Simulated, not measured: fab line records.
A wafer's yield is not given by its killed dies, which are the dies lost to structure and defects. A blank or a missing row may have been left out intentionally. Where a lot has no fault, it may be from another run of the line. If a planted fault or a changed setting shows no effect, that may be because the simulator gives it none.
Split-lot study -- flow n5Finfet -- 7 lots, 21 wafers read, on a route of 1938 steps

THE SPLIT ITSELF
At N5_SD_EPI_P_EPI_21 (deposits SiGe:B, time 355 s), the setting tempC was moved away from the recipe's 550 C on 6 of the 21 wafers read, by -0.7% to -0.3%. All remaining wafers had this setting at the recipe value.

FROM THE SPLIT TO THE READING: what the file shows between them, 8 steps
- N5_SD_EPI_P_EPI_MEAS_23
- N5_SD_EPI_P_HM_STRIP_48: strips SiNx in H3PO4, material SiNx, target depth 3 nm
- N5_SD_EPI_P_SRD_49: time 30 s
- N5_SD_EPI_P_PRECLEAN_24: cleans in O3/DIW, time 45 s
- N5_SD_EPI_P_PRECLEAN_32: cleans in dHF, time 10 s
- N5_SD_EPI_P_PRECLEAN_33: cleans in SC2, time 45 s
- N5_SD_ACTIVATION_RTA_00: time 0 s
- N5_SD_ACTIVATION_LSA_01: time 0.0008 s

THE READING
RS_SD_P, in ohm/sq, at N5_SD_ACTIVATION_RS_MEAS_03 (measures by four-point-probe). On this fab line, fault-free wafers typically give 56.0 ohm/sq with a standard deviation of 0.78 ohm/sq.

wafer,"tool, chamber at the split","tempC as run, C",against the recipe,"RS_SD_P, ohm/sq",against lot-mates on the recipe
L074.1,"epiRpcvd-04, 0",550,recipe,55.7,-
L074.2,"epiRpcvd-04, 0",550,recipe,56.3,-
L074.5,"epiRpcvd-04, 0",550,recipe,55.7,-
L079.3,"epiRpcvd-02, 0",550,recipe,56.7,-
L079.4,"epiRpcvd-02, 0",547.4,-0.5%,59.8,+3.2
L079.5,"epiRpcvd-02, 0",550,recipe,56.4,-
L080.3,"epiRpcvd-01, 0",550,recipe,56.0,-
L080.5,"epiRpcvd-01, 0",550,recipe,56.2,-
L080.6,"epiRpcvd-01, 0",550,recipe,55.2,-
L081.1,"epiRpcvd-02, 0",550,recipe,55.3,-
L081.2,"epiRpcvd-02, 0",550,recipe,56.3,-
L081.3,"epiRpcvd-02, 0",550,recipe,55.4,-
L089.1,"epiRpcvd-01, 0",547.1,-0.5%,60.1,+4.8
L089.2,"epiRpcvd-01, 0",550,recipe,55.3,-
L089.6,"epiRpcvd-01, 0",547.1,-0.5%,60.3,+5.0
L092.2,"epiRpcvd-02, 0",550,recipe,56.3,-
L092.4,"epiRpcvd-02, 0",546.4,-0.7%,60.5,+4.2
L092.5,"epiRpcvd-02, 0",546.4,-0.7%,60.2,+3.9
L094.1,"epiRpcvd-01, 0",550,recipe,57.0,-
L094.3,"epiRpcvd-01, 0",550,recipe,56.5,-
L094.6,"epiRpcvd-01, 0",548.2,-0.3%,59.5,+2.8

THE FIT
A straight line over all 21 wafers: RS_SD_P changes by -7.38 ohm/sq for each +1% of tempC; r = -0.96; the points scatter about the line by 0.57 ohm/sq.
The same after taking each lot's own level away (the mean of its wafers on the recipe; 21 wafers): -7.34 ohm/sq for each +1%; r = -0.96; scatter 0.52 ohm/sq.
On that fit, the largest move of tempC shifts the reading by 4.8 ohm/sq.
Across the lots, their own levels run from 55.30 to 56.75 ohm/sq, a range of 1.9 times the standard deviation given above.
Consequently the slope shifts little with the lot-to-lot level, the two slopes agreeing.
Check: +5.05 ohm/sq against its lot-mates is what the line predicts for one of the wafers moved furthest among these (-0.7%) when that wafer is left out of the fit. It came out at +4.2 ohm/sq against them.

ADDITIONAL SPLITS CARRIED BY THESE WAFERS
Note: prior to the reading, these wafers also went through further splits. Each is held against what the fit with the lots' levels taken away leaves over:
other split on the same wafers,wafers away from the commonest value,r with RS_SD_P (lot level and that fit taken away)
N5_FIN_SAQP_ETCH_65 timeS,9,+0.08
N5_SD_EPI_N_PEB_07 pebTimeS,8,-0.16
N5_SD_EPI_N_ETCH_35 sourceW,6,+0.43
N5_SD_EPI_P_ETCH_16 targetDepthA,4,-0.22

THE WHOLE CHAIN: every reading that the file lists as answering this split, in the file's order
step,what it does,reading,change (the file's fit),r (the file's)
N5_SD_EPI_P_EPI_21,"deposits SiGe:B, time 355 s","SiGe-B_of_SD_EPI_P_EPI_21.thkNm (the simulator's own value, which no gauge read)",+7.32 nm for each +1% of the setting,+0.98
N5_SD_EPI_P_EPI_MEAS_23,,thkNm,withheld for each +1% of the setting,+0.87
N5_SD_EPI_P_PRECLEAN_24,"cleans in O3/DIW, time 45 s","SiGe-B_of_SD_EPI_P_EPI_21.thkNm (the simulator's own value, which no gauge read)",+7.22 nm for each +1% of the setting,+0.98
N5_SD_ACTIVATION_RS_MEAS_03,measures by four-point-probe,RS_SD_P,-7.44 for each +1% of the setting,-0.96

THE FILE'S OWN FIT
RS_SD_P changes by -7.44 ohm/sq for each +1% of tempC, r = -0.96.
